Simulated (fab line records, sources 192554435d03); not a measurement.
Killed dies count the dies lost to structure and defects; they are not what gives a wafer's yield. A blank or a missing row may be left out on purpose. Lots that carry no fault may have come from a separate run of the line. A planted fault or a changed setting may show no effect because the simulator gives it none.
Split-lot trial ; flow n5-finfet ; on a route of 1938 steps: 7 lots, 39 wafers read

THE SPLIT
At N5_WELL_APT_IMPLANT_14, the setting energy-kev was moved away from the recipe's 160 on 12 of the 39 wafers read, by -7.5% to +10.7%. The other wafers ran this setting at the recipe's value.

The split's own step is where the reading is taken.

THE READING
In nm, at N5_WELL_APT_IMPLANT_14: implant.drp-nm, which is the simulator's own figure and was read by no gauge. No usual value for it is given in the file.

wafer;tool, chamber at the split;energy-kev as run;against the recipe;implant.drp-nm, nm;against lot-mates on the recipe
L074.3;implanter-02, 0;160;recipe;65.9;-
L074.4;implanter-02, 0;160;recipe;65.9;-
L074.5;implanter-02, 0;160;recipe;65.9;-
L076.1;implanter-02, 0;167.1;+4.4%;68.03;+2.13
L076.3;implanter-02, 0;167.1;+4.4%;68.03;+2.13
L076.6;implanter-02, 0;167.1;+4.4%;68.03;+2.13
L076.2;implanter-02, 0;160;recipe;65.9;-
L076.4;implanter-02, 0;160;recipe;65.9;-
L076.5;implanter-02, 0;160;recipe;65.9;-
L077.1;implanter-02, 0;148;-7.5%;62.15;-3.75
L077.3;implanter-02, 0;148;-7.5%;62.15;-3.75
L077.4;implanter-02, 0;148;-7.5%;62.15;-3.75
L077.2;implanter-02, 0;160;recipe;65.9;-
L077.5;implanter-02, 0;160;recipe;65.9;-
L077.6;implanter-02, 0;160;recipe;65.9;-
L079.1;implanter-02, 0;175.7;+9.8%;70.62;+4.72
L079.2;implanter-02, 0;175.7;+9.8%;70.62;+4.72
L079.5;implanter-02, 0;175.7;+9.8%;70.62;+4.72
L079.3;implanter-02, 0;160;recipe;65.9;-
L079.4;implanter-02, 0;160;recipe;65.9;-
L079.6;implanter-02, 0;160;recipe;65.9;-
L082.1;implanter-02, 0;160;recipe;65.9;-
L082.2;implanter-02, 0;160;recipe;65.9;-
L082.3;implanter-02, 0;160;recipe;65.9;-
L082.4;implanter-02, 0;160;recipe;65.9;-
L082.5;implanter-02, 0;160;recipe;65.9;-
L082.6;implanter-02, 0;160;recipe;65.9;-
L094.1;implanter-02, 0;160;recipe;65.9;-
L094.2;implanter-02, 0;160;recipe;65.9;-
L094.3;implanter-02, 0;160;recipe;65.9;-
L094.4;implanter-02, 0;160;recipe;65.9;-
L094.5;implanter-02, 0;160;recipe;65.9;-
L094.6;implanter-02, 0;160;recipe;65.9;-
L097.1;implanter-01, 0;177.2;+10.7%;71.08;+5.18
L097.3;implanter-01, 0;177.2;+10.7%;71.08;+5.18
L097.5;implanter-01, 0;177.2;+10.7%;71.08;+5.18
L097.2;implanter-01, 0;160;recipe;65.9;-
L097.4;implanter-01, 0;160;recipe;65.9;-
L097.6;implanter-01, 0;160;recipe;65.9;-

THE FIT
A straight line over all 39 wafers: implant.drp-nm changes by +0.486 nm for each +1% of energy-kev; r = +1.00; the points scatter about the line by 0.031 nm.
The same after taking each lot's own level away (the mean of its wafers on the recipe; 39 wafers): +0.486 nm for each +1%; r = +1.00; scatter 0.031 nm.
That fit puts the effect of the largest move of energy-kev on the reading at 5.2 nm.
The lots' own levels span 65.900 to 65.900 nm.
So the lot-to-lot level changes the slope little: the two slopes agree.
Check: with one of the wafers moved furthest among these (+10.7%) left out of the fit, the line predicts +5.21 nm for it against its lot-mates. It came out at +5.18 nm against them.

THE WHOLE CHAIN: every reading that the file lists as answering this split, in the file's order
step;what it does;reading;change (the file's fit);r (the file's)
N5_WELL_APT_IMPLANT_14;;implant.rp-nm (the simulator's own value, which no gauge read);+2.14 nm for each +1% of the setting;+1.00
N5_WELL_APT_IMPLANT_14;;implant.drp-nm (the simulator's own value, which no gauge read);+0.485 nm for each +1% of the setting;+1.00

THE FILE'S OWN FIT
implant.drp-nm changes by +0.485 nm for each +1% of energy-kev, r = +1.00.
